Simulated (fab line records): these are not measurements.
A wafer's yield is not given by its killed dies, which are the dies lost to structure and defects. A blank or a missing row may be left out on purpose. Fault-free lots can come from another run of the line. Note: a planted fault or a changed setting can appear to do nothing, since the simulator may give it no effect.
A lot that was struck, set against a sound lot / flow nandHarc / 14 steps out of a route of 1159
Sound: these wafers, L723.1, L723.3, L723.6. Struck: wafer L732.3 (left out: L732.4, a lot-mate that was not struck); the cause follows at the end.
At each step with rows: each side's tool, then ch and its chambers, then its first start. Under that, the readings that differ: sound wafers / struck wafers / difference of the means / sigmas: that difference in standard deviations of wafers without a fault.
alike: a reading whose means differ by less than 2 such deviations, as well as words and numbers matching on both sides. not compared: withheld readings; readings where some wafer has no value; bounds like >300 that might hide an equal value; numbers whose values overlap and for which the record gives no deviation.
Wherever a step has rows on one side only, a row that says differs or no value, or a row with sigmas, the two part there. Numbers that have no deviation but don't overlap get no sigmas and don't part them. A reading missing from all wafers of one side parts the sides only when that side holds two or more wafers.

NHARC_A_SOURCE_PLATE_THK_MEAS_06: measures by ellipsometry.
  sound: filmMetro-01 at day 7 18:47; struck: filmMetro-01 at day 9 21:02
reading=thkNm (nm); sound=196.4 195.9 195.9; struck=201.0; difference=+4.9; sigmas=+2
NHARC_A_SOURCE_PLATE_INSPECT_08:
  sound: defectInspect-02 at day 7 18:51; struck: defectInspect-02 at day 9 21:06
  alike: rawDefectCount
next comes 1 step that has no rows for these wafers: NHARC_A_ONON_D1_DEP_00 (target thickness 1000 nm).
NHARC_A_ONON_D1_THK_MEAS_02: measures by ellipsometry.
  sound: filmMetro-01 at day 7 19:25; struck: filmMetro-01 at day 9 21:41
  alike: thkNm
next comes 1 step that has no rows for these wafers: NHARC_A_ONON_D1_DEP_03 (target thickness 1000 nm).
NHARC_A_ONON_D1_THK_MEAS_05: measures by ellipsometry.
  sound: filmMetro-01 at day 7 19:59; struck: filmMetro-01 at day 9 22:14
  alike: thkNm
next comes 1 step that has no rows for these wafers: NHARC_A_ONON_D1_DEP_06 (target thickness 1000 nm).
NHARC_A_ONON_D1_THK_MEAS_08: measures by ellipsometry.
  sound: filmMetro-01 at day 7 20:34; struck: filmMetro-01 at day 9 22:49
  alike: thkNm
next comes 1 step that has no rows for these wafers: NHARC_A_ONON_D1_DEP_09 (target thickness 1000 nm).
NHARC_A_ONON_D1_THK_MEAS_11: measures by ellipsometry.
  sound: filmMetro-01 at day 7 21:08; struck: filmMetro-01 at day 9 23:22
  alike: thkNm
NHARC_A_ONON_D1_DEP_12: target thk 1000 nm.
  sound on pecvdOnon-02 ch 0, day 7 21:11; struck on pecvdOnon-02 ch 0, day 9 23:33
NHARC_A_ONON_D1_THK_MEAS_14: measures by ellipsometry.
  sound: filmMetro-01 at day 7 21:42; struck: filmMetro-01 at day 9 23:56
reading=thkNm (nm); sound=996 996 996; struck=620; difference=-376; sigmas=-31
then, 1 step without rows for these wafers: NHARC_A_ONON_D1_ANNEAL_15 (time 3600 s).
-- the record jumps here: 12 days lie between the struck wafers' starts before and after (it left off in module A_ONON_D1 and takes up again in module END, whose first step shown is number 1159 of the route) --
NHARC_END_SORT_01:
  here the record holds rows for the struck wafers (prober-01 ch 0, day 21 18:17) but none for the sound ones

== WHERE THEY PART ==
Last at NHARC_END_SORT_01 as far as this record goes, first at NHARC_A_SOURCE_PLATE_THK_MEAS_06.

WHY: whatever the simulator had introduced
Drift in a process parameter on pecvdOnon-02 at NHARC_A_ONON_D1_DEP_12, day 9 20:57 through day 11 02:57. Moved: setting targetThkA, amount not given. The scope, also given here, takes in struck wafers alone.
